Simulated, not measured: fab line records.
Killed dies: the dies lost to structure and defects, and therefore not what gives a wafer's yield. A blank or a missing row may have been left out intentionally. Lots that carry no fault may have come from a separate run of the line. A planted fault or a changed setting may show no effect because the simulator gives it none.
Lot-split experiment	flow n5-finfet	21 wafers read from 7 lots, route of 1938 steps

ABOUT THE SPLIT
At N5_BEOL_M8_ETCH_62 (etches SOC in N2/H2, target depth 110 nm, overetch 22 nm, time 165 s), the setting bias-w was moved away from the recipe's 150 W on 5 of the 21 wafers read, by -10.3% to +10.1%. This setting was run at the recipe's value on the other wafers.

The reading comes from the split's own step.

THE READING
rf-vpp-V, in V, at N5_BEOL_M8_ETCH_62 (etches SOC in N2/H2, target depth 110 nm, overetch 22 nm, time 165 s). On this fab line, fault-free wafers typically give 523.3 V with a standard deviation of 2 V.

wafer	tool, chamber at the split	bias-w as run, W	against the recipe	rf-vpp-V, V	against lot-mates on the recipe
L076.1	rie-diel-04, 3	150	recipe	518.9	-
L076.2	rie-diel-04, 2	164.7	+9.8%	553.5	+34.0
L076.6	rie-diel-04, 3	150	recipe	520.1	-
L074.3	rie-diel-04, 1	150	recipe	523.9	-
L074.4	rie-diel-04, 3	150	recipe	521.7	-
L074.6	rie-diel-04, 0	150	recipe	520.1	-
L078.1	rie-diel-02, 3	150	recipe	523.0	-
L078.3	rie-diel-02, 0	150	recipe	525.7	-
L078.5	rie-diel-02, 1	150	recipe	522.2	-
L086.3	rie-diel-01, 1	150	recipe	524.3	-
L086.4	rie-diel-01, 3	150	recipe	525.3	-
L086.5	rie-diel-01, 2	150	recipe	522.5	-
L095.4	rie-diel-04, 2	134.5	-10.3%	485.3	-36.6
L095.5	rie-diel-04, 3	134.5	-10.3%	485.4	-36.5
L095.6	rie-diel-04, 1	150	recipe	521.9	-
L093.4	rie-diel-01, 2	150	recipe	521.0	-
L093.5	rie-diel-01, 1	165.1	+10.1%	557.0	+36.0
L093.6	rie-diel-01, 2	165.1	+10.1%	553.2	+32.2
L097.1	rie-diel-02, 3	150	recipe	524.1	-
L097.3	rie-diel-02, 0	150	recipe	525.9	-
L097.6	rie-diel-02, 3	150	recipe	523.3	-

THE FIT
A straight line over all 21 wafers: rf-vpp-V changes by +3.38 V for each +1% of bias-w; r = +0.99; the points scatter about the line by 2.2 V.
The same after taking each lot's own level away (the mean of its wafers on the recipe; 21 wafers): +3.47 V for each +1%; r = +1.00; scatter 1.3 V.
That fit puts the effect of the largest move of bias-w on the reading at 36 V.
Measured against the standard deviation above, the lots' own levels, which go from 519.50 to 524.43 V, span 2.5 times it.
So the lot-to-lot level changes the slope little: the two slopes agree.
Check: for one of the wafers moved furthest among these (-10.3%), held out of the fit, the line's prediction against its lot-mates is -35.7 V. Against them it came out at -36.6 V.
Tool readings at the split's step, against how far the setting was moved: rf-vpp-V r = +0.99.

THE OTHER SPLITS THESE WAFERS WENT THROUGH
These wafers also went through other splits before the reading. Each is held against what the fit with the lots' levels taken away leaves over:
other split on the same wafers	wafers away from the commonest value	r with rf-vpp-V (lot level and that fit taken away)
N5_BEOL_M7_COAT_59 spin-rpm	7	-0.09
N5_BEOL_M7_EXPOSE_08 dose-mj	5	+0.36

THE WHOLE CHAIN: every reading that the file lists as answering this split, in the file's order
step	what it does	reading	change (the file's fit)	r (the file's)
N5_BEOL_M8_ETCH_62	etches SOC in N2/H2, target depth 110 nm, overetch 22 nm, time 165 s	rf-vpp-V	+3.47 V for each +1% of the setting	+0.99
N5_BEOL_M8_ETCH_62	etches SOC in N2/H2, target depth 110 nm, overetch 22 nm, time 165 s	SiARC_of_BEOL_M8_COAT_60.thk-nm (the simulator's own value, which no gauge read)	-0.0795 nm for each +1% of the setting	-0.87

FILE'S OWN FIT
rf-vpp-V changes by +3.47 V for each +1% of bias-w, r = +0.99.
